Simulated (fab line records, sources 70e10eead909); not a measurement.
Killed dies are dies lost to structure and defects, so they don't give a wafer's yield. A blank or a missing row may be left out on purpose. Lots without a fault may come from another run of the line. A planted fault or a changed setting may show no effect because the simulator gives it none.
fab line records | flow nand_harc
record lots=14 wafers=42 last_day=32
route steps=1302 shown A_ONON_D1@429 A_CHANNEL_HOLE_D1@463
lots that met no fault: from a run of the same line without faults
start_h: hours from the record's first day to the start of the lot's first wafer shown | wait_h: hours since the lot's step before | " the same as in the row above | L1.1+2: a row that stands for several wafers | - no value, or no start given | * or withheld: withheld | < > ~ a bound
route shown NAME@n: a module of which the file shows steps, and the number in the route of the first | usual: mean/standard deviation of fault-free wafers | same: alike in all rows | chamber/n: place in a boat | sites: the reading at each site | _std_site: their standard deviation | _edge_site: outer sites' mean less inner sites' | radius_mm: how far each site lies from the wafer's centre | mask NAME#n: copy n | behind: the tool/chamber that last shaped the wafer | hold: why the lot was held/for how many hours/how that ended | device: the transistor (n, p or np) that didn't switch | end of line: the same wafers' tests at the end of the route | a step without rows: its recipe alone | killed: dies lost to structure and defects at the first sort, not the wafer's yield | map: a wafer's dies, x killed, . not, _ none there
set.NAME: the setting as run; set.NAME@STEP: as run at that earlier step | model.NAME: the simulator's own value behind a step, which no gauge read
steps of the route over a sample of lots; a table a step, a row a wafer
services: from which hour (start_h, from the record's first day; less than 0 if before it) a tool's chamber was out of use, for how many hours, and why
## steps
# step NHARC_A_ONON_D1_THK_MEAS_08
# recipe thk_meas_gauge=ellipsometry
# usual thk_nm=1001/8.7
# columns lot.wafer tool chamber start_h wait_h thk_nm
L420.3 film_metro-02 - 163.39 - 1003
L420.4 " - " " 1002
L420.5 " - " " 1003
L421.1 film_metro-01 - 177.52 - 1009
L421.3 " - " " 1009
L421.5 " - " " 1007
L423.1 film_metro-02 - 192.92 - 999
L423.2 " - " " 1002
L423.5 " - " " 1002
L425.1 film_metro-02 - 209.58 - 999
L425.3 " - " " 998
L425.5 " - " " 997
L426.4 film_metro-02 - 222.21 - 986
L426.5 " - " " 985
L426.6 " - " " 985
L428.1 film_metro-02 - 249.28 - 1017
L428.2 " - " " 1015
L428.4 " - " " 1016
L431.4 film_metro-01 - 268.70 - 989
L431.5 " - " " 989
L431.6 " - " " 988
L434.2 film_metro-02 - 313.38 - 1001
L434.3 " - " " 1001
L434.6 " - " " 1002
L435.2 film_metro-01 - 313.44 - 998
L435.4 " - " " 997
L435.6 " - " " 997
L436.1 film_metro-01 - 322.37 - 1010
L436.2 " - " " 1009
L436.3 " - " " 1010
L437.3 film_metro-02 - 336.38 - 1007
L437.5 " - " " 1006
L437.6 " - " " 1006
L438.1 film_metro-02 - 336.39 - 1001
L438.2 " - " " 1001
L438.4 " - " " 1003
L439.4 film_metro-01 - 355.64 - 992
L439.5 " - " " 992
L439.6 " - " " 993
L441.1 film_metro-02 - 371.77 - 1002
L441.2 " - " " 1001
L441.6 " - " " 1003
# step NHARC_A_ONON_D1_THK_MEAS_21
# recipe thk_meas_gauge=ellipsometry
# usual thk_nm=1000/9.7
# columns lot.wafer tool chamber start_h wait_h thk_nm
L420.3 film_metro-01 - 172.86 - 994
L420.4 " - " " 998
L420.5 " - " " 996
L421.1 film_metro-02 - 187.61 - 996
L421.3 " - " " 996
L421.5 " - " " 997
L423.1 film_metro-02 - 202.21 - 1016
L423.2 " - " " 1014
L423.5 " - " " 1014
L425.1 film_metro-01 - 220.93 - 1013
L425.3 " - " " 1011
L425.5 " - " " 1011
L426.4 film_metro-01 - 231.96 - 997
L426.5 " - " " 997
L426.6 " - " " 998
L428.1 film_metro-01 - 259.37 - 1002
L428.2 " - " " 1000
L428.4 " - " " 1000
L431.4 film_metro-01 - 280.36 - 1005
L431.5 " - " " 1006
L431.6 " - " " 1005
L434.2 film_metro-02 - 323.13 - 1028
L434.3 " - " " 1029
L434.6 " - " " 1028
L435.2 film_metro-01 - 323.29 - 994
L435.4 " - " " 992
L435.6 " - " " 993
L436.1 film_metro-02 - 332.54 - 1003
L436.2 " - " " 1003
L436.3 " - " " 1002
L438.1 film_metro-02 - 349.64 - 992
L438.2 " - " " 990
L438.4 " - " " 991
L437.3 film_metro-02 - 349.66 - 1001
L437.5 " - " " 1000
L437.6 " - " " 1000
L439.4 film_metro-02 - 366.80 - 990
L439.5 " - " " 990
L439.6 " - " " 990
L441.1 film_metro-01 - 378.70 - 993
L441.2 " - " " 993
L441.6 " - " " 993
# step NHARC_A_CHANNEL_HOLE_D1_OVL_MEAS_11
# usual overlay_x_nm=-0.1/0.81 overlay_y_nm=-0.1/0.72
# columns lot.wafer tool chamber start_h wait_h overlay_x_nm overlay_y_nm
L420.3 overlay-02 - 179.54 - -1.3 -0.8
L420.4 " - " " -1.0 -0.2
L420.5 " - " " -0.7 -0.7
L421.1 overlay-02 - 193.15 - -0.3 -0.6
L421.3 " - " " 0.3 -0.4
L421.5 " - " " 0.4 0.1
L423.1 overlay-02 - 207.27 - -0.3 -0.2
L423.2 " - " " -0.9 0.6
L423.5 " - " " -0.7 0.0
L425.1 overlay-01 - 228.04 - -0.7 -0.3
L425.3 " - " " -0.4 -0.3
L425.5 " - " " 0.1 -0.8
L426.4 overlay-02 - 236.85 - 0.0 0.5
L426.5 " - " " -0.5 0.5
L426.6 " - " " -0.1 0.7
L428.1 overlay-01 - 264.89 - 0.3 0.3
L428.2 " - " " 0.6 0.3
L428.4 " - " " 0.3 0.3
L431.4 overlay-01 - 287.83 - 1.1 -1.4
L431.5 " - " " 0.7 -1.9
L431.6 " - " " 0.5 -1.7
L434.2 overlay-01 - 328.08 - 0.9 0.7
L434.3 " - " " 1.0 0.7
L434.6 " - " " 0.6 -0.1
L435.2 overlay-02 - 329.94 - -0.9 0.6
L435.4 " - " " -0.7 1.3
L435.6 " - " " -0.4 1.4
L436.1 overlay-02 - 337.53 - -0.3 -0.2
L436.2 " - " " -0.1 0.1
L436.3 " - " " -0.3 -0.5
L437.3 overlay-02 - 354.57 - 0.5 1.4
L437.5 " - " " 0.8 1.6
L437.6 " - " " 0.4 1.2
L438.1 overlay-02 - 354.77 - 0.0 0.0
L438.2 " - " " -0.3 0.4
L438.4 " - " " -0.5 0.1
L439.4 overlay-02 - 372.27 - -1.8 -0.7
L439.5 " - " " -2.0 0.2
L439.6 " - " " -1.6 -0.5
L441.1 overlay-02 - 391.03 - 0.1 -0.4
L441.2 " - " " 0.0 -0.5
L441.6 " - " " 0.1 -0.2
# step NHARC_A_CHANNEL_HOLE_D1_ETCH_23
# recipe bias_v=5000 source_w=withheld pressure_mtorr=20 time_s=819 ar_flow_sccm=375 c4f8_flow_sccm=89.3 o2_flow_sccm=35.7 temp_c=-20 target_depth_a=16000 chemistry=C4F8/O2/Ar
# usual c4f8_flow_sccm=89.31/0.27 chamber_pressure_mTorr=19.999/0.02 drypump_motor_current_A=5.9/0.47 oes_air_line_au=0.996/0.018 showerhead_plenum_p_Torr=3.60/0.12 throttle_valve_pct=32.155/0.0091
# columns lot.wafer tool chamber start_h wait_h c4f8_flow_sccm chamber_pressure_mTorr drypump_motor_current_A oes_air_line_au rf_hours_counter_h showerhead_plenum_p_Torr throttle_valve_pct
L420.3 har_etch-02 0 182.50 0.5 89.01 19.987 6.3 0.991 - 3.51 32.146
L420.4 " 1 " " 89.56 20.047 5.6 1.002 - 3.57 32.159
L420.5 " 1 " " 89.50 20.012 5.6 0.999 - 3.57 32.166
L421.1 har_etch-01 0 196.00 0.5 89.62 19.993 6.5 1.010 93 3.62 32.170
L421.3 " 1 " " 89.15 20.007 5.3 1.023 - 3.73 32.162
L421.5 " 1 " " 88.76 19.958 5.3 0.973 - 3.73 32.157
L423.1 har_etch-02 1 211.43 0.9 88.95 20.006 5.6 0.996 317 3.56 32.161
L423.2 " 1 " " 89.01 20.015 5.6 1.003 - 3.56 32.142
L423.5 " 1 " " 88.97 19.989 5.6 0.987 - 3.56 32.148
L425.1 har_etch-02 1 230.75 0.5 89.43 20.033 5.6 0.979 331 3.55 32.156
L425.3 " 1 " " 89.59 19.979 5.6 0.981 - 3.55 32.134
L425.5 " 0 " " 89.23 19.978 6.2 1.007 - 3.50 32.154
L426.4 har_etch-02 1 240.94 0.5 89.28 19.998 5.6 0.993 - 3.54 32.141
L426.5 " 1 " " 89.52 20.024 5.6 1.010 - 3.54 32.152
L426.6 " 0 " " 89.53 19.998 6.3 0.980 - 3.50 32.153
L428.2 har_etch-01 1 267.97 0.5 89.51 20.000 5.3 1.031 138 3.71 32.149
L428.1 " 0 " " 89.70 19.989 6.5 0.977 138 3.59 32.169
L428.4 " 0 " " 89.24 20.016 6.5 0.988 - 3.59 32.155
L431.4 har_etch-02 0 293.09 0.5 89.17 20.004 6.2 0.962 - 3.48 32.157
L431.6 " 1 " " 89.29 20.056 5.5 1.010 - 3.53 32.161
L431.5 " 0 " " 89.61 19.980 6.2 1.008 - 3.48 32.173
L434.2 har_etch-01 0 330.91 0.5 89.53 19.984 6.5 0.971 172 3.57 32.155
L434.3 " 1 " " 89.34 19.995 5.3 0.966 - 3.69 32.150
L434.6 " 0 " " 89.56 20.008 6.5 0.992 - 3.58 32.151
L435.2 har_etch-02 1 332.78 0.5 - - - - - - -
L435.4 " 0 " " - - - - - - -
L435.6 " 0 " " - - - - - - -
L436.1 har_etch-01 1 340.26 0.5 - - - - - - -
L436.2 " 0 " " - - - - - - -
L436.3 " 0 " " - - - - - - -
L438.1 har_etch-01 1 357.62 0.5 89.54 19.999 5.3 0.979 188 3.68 32.162
L438.2 " 0 " " 89.62 20.007 6.5 1.005 188 3.57 32.165
L438.4 " 1 " " 89.15 19.970 5.3 0.964 - 3.68 32.165
L437.3 har_etch-02 0 357.66 0.5 89.33 19.992 6.2 1.035 - 3.46 32.154
L437.5 " 0 " " 89.37 20.016 6.2 1.010 - 3.46 32.140
L437.6 " 1 " " 89.15 20.006 5.6 0.979 - 3.51 32.148
L439.4 har_etch-01 1 375.33 0.5 89.59 19.989 5.3 0.978 - 3.68 32.135
L439.5 " 0 " " 89.43 20.021 6.5 1.003 - 3.56 32.158
L439.6 " 1 " " 89.48 19.987 5.3 1.000 - 3.68 32.163
L441.1 har_etch-02 0 400.57 0.5 89.32 19.994 6.2 1.018 5 3.93 32.152
L441.2 " 1 " " 89.20 19.974 5.6 1.024 5 3.93 32.153
L441.6 " 0 " " 89.34 19.980 6.2 0.991 - 3.93 32.165
# step NHARC_A_CHANNEL_HOLE_D1_CD_MEAS_30
# usual cd_nm=90.6/1.3
# columns lot.wafer tool chamber start_h wait_h cd_nm
L420.3 cd_sem-02 - 186.36 - 90.6
L420.4 " - " " 90.1
L420.5 " - " " 88.7
L421.1 cd_sem-03 - 200.00 0.1 91.7
L421.3 " - " " 93.2
L421.5 " - " " 91.0
L423.1 cd_sem-02 - 218.28 - 90.8
L423.2 " - " " 91.2
L423.5 " - " " 90.0
L425.1 cd_sem-01 - 234.83 - 91.0
L425.3 " - " " 91.1
L425.5 " - " " 91.3
L426.4 cd_sem-01 - 244.80 - 89.4
L426.5 " - " " 91.0
L426.6 " - " " 89.5
L428.1 cd_sem-01 - 272.05 - 89.2
L428.2 " - " " 87.1
L428.4 " - " " 89.7
L431.4 cd_sem-01 - 296.85 - 92.1
L431.5 " - " " 91.9
L431.6 " - " " 92.8
L434.2 cd_sem-02 - 334.88 - 90.4
L434.3 " - " " 87.5
L434.6 " - " " 92.1
L435.2 cd_sem-02 - 336.89 - 2.7
L435.4 " - " " 0.6
L435.6 " - " " 1.8
L436.1 cd_sem-01 - 344.32 - 2.7
L436.2 " - " " 0.8
L436.3 " - " " 2.7
L437.3 cd_sem-01 - 361.51 - 90.7
L437.5 " - " " 92.4
L437.6 " - " " 91.2
L438.1 cd_sem-03 - 361.74 - 90.8
L438.2 " - " " 89.1
L438.4 " - " " 89.3
L439.4 cd_sem-02 - 379.06 - 93.8
L439.5 " - " " 91.9
L439.6 " - " " 92.3
L441.1 cd_sem-03 - 404.65 - 90.7
L441.2 " - " " 91.6
L441.6 " - " " 89.3
# step NHARC_A_CHANNEL_HOLE_D1_XSEM_31
# recipe landing_energy_ev=35000
# usual bot_cd_nm=75.2/1.4 bow_nm=8.59/0.29 tilt_deg=0.06/0.031
# same landing_energy_ev=35000
# columns lot.wafer tool chamber start_h wait_h bot_cd_nm bow_nm tilt_deg
L420.3 xsem-01 0 186.45 0.1 74.9 8.26 0.06
L420.4 " 0 " " 75.0 8.19 0.06
L420.5 " 0 " " 73.5 8.17 0.07
L421.1 xsem-02 0 200.09 0.1 76.5 8.30 0.10
L421.3 " 0 " " 77.7 8.28 0.10
L421.5 " 0 " " 76.7 8.25 0.10
L423.1 xsem-02 0 218.37 0.1 75.4 8.59 0.09
L423.2 " 0 " " 75.0 8.61 0.09
L423.5 " 0 " " 73.0 8.65 0.09
L425.1 xsem-01 0 234.92 0.1 75.0 8.46 0.06
L425.3 " 0 " " 75.2 8.48 0.06
L425.5 " 0 " " 75.7 8.48 0.06
L426.4 xsem-01 0 244.89 0.1 73.9 8.36 0.06
L426.5 " 0 " " 75.5 8.20 0.06
L426.6 " 0 " " 74.9 8.29 0.06
L428.1 xsem-01 0 272.14 0.1 74.2 8.39 0.07
L428.2 " 0 " " 73.0 8.26 0.07
L428.4 " 0 " " 74.5 8.40 0.07
L431.4 xsem-01 0 296.94 0.1 76.4 8.45 0.09
L431.5 " 0 " " 76.8 8.30 0.09
L431.6 " 0 " " 77.9 8.37 0.09
L434.2 xsem-01 0 334.97 0.1 74.0 8.28 0.02
L434.3 " 0 " " 72.5 8.22 0.02
L434.6 " 0 " " 77.1 8.31 0.02
L435.2 xsem-02 0 336.99 0.1 2.2 0.47 0.02
L435.4 " 0 " " 0.4 0.47 0.02
L435.6 " 0 " " 2.0 0.47 0.02
L436.1 xsem-01 0 344.41 0.1 2.0 0.31 0.06
L436.2 " 0 " " 0.0 0.31 0.06
L436.3 " 0 " " 2.0 0.31 0.06
L437.3 xsem-02 0 361.60 0.1 75.5 8.62 0.09
L437.5 " 0 " " 77.1 8.60 0.09
L437.6 " 0 " " 75.5 8.67 0.09
L438.1 xsem-01 0 361.82 0.1 75.3 8.72 -0.02
L438.2 " 0 " " 73.3 8.76 -0.02
L438.4 " 0 " " 73.9 8.71 -0.02
L439.4 xsem-02 0 379.16 0.1 79.6 9.07 0.06
L439.5 " 0 " " 77.3 9.07 0.06
L439.6 " 0 " " 77.8 9.10 0.06
L441.1 xsem-01 0 404.74 0.1 76.4 9.10 0.00
L441.2 " 0 " " 76.7 9.11 0.00
L441.6 " 0 " " 75.4 9.17 0.00
## services
# columns tool chamber start_h hours kind
har_etch-02 0 203.76 - consumable_replace:focus_ring
har_etch-02 0 203.76 17.0 scheduled_down
har_etch-02 0 203.76 17.0 vent_cycle
har_etch-01 - 300.16 0.5 repair
xsem-01 - 374.00 14.0 pm
har_etch-02 - 377.98 17.0 pm
har_etch-02 0 377.98 17.0 vent_cycle
har_etch-02 1 377.98 17.0 vent_cycle
har_etch-02 0 394.98 - clean
har_etch-02 0 394.98 - consumable_replace:showerhead
har_etch-02 1 394.98 - clean
har_etch-02 1 394.98 - consumable_replace:focus_ring
har_etch-02 1 394.98 - consumable_replace:showerhead
## key
first_sign step=NHARC_A_CHANNEL_HOLE_D1_ETCH_23 reading=tool_record direction=missing
effect step=NHARC_A_CHANNEL_HOLE_D1_CD_MEAS_30 reading=cd_nm direction=down sigmas=66 usual=90.6 struck=1.9 through=control_loop
effect step=NHARC_A_CHANNEL_HOLE_D1_XSEM_31 reading=bot_cd_nm direction=down sigmas=54 usual=75.2 struck=1.4 through=control_loop
met_at NHARC_A_CHANNEL_HOLE_D1_ETCH_23
struck_lots L435,L436
later_rows_left_out L435.2,L435.4,L435.6,L436.1,L436.2,L436.3
sort_left_out L435.2,L435.4,L435.6,L436.1,L436.2,L436.3
tester_left_out L435,L436
loop_trim step=NHARC_A_CHANNEL_HOLE_D1_EXPOSE_07 setting=dose lots=L435,L436
not_acting_at NHARC_A_ONON_D1_THK_MEAS_08,NHARC_A_ONON_D1_THK_MEAS_21,NHARC_A_CHANNEL_HOLE_D1_OVL_MEAS_11
onset_between 330.91 332.78
fault kind=skipped_step_whole tool=har_etch-01,har_etch-02 chamber=- onset_h=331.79 steps=NHARC_A_CHANNEL_HOLE_D1_ETCH_23 scope=struck_lots_only
# tester_left_out: of these lots the tester's yield and bins aren't shown, on N5 and GAA mostly nor the transistor test; their killed dies are dies lost to structure and defects alone, not to doping, threshold or leakage, so they don't give the yield
# sort_left_out: the simulated sort isn't trusted on such a fault, so these wafers' sort isn't shown, and their yield isn't known
# later_rows_left_out: the simulator's readings of these wafers behind a module that went badly wrong aren't trusted and aren't shown, but for the sort
# loop_trim: a control loop set the setting to another value than it would have without faults
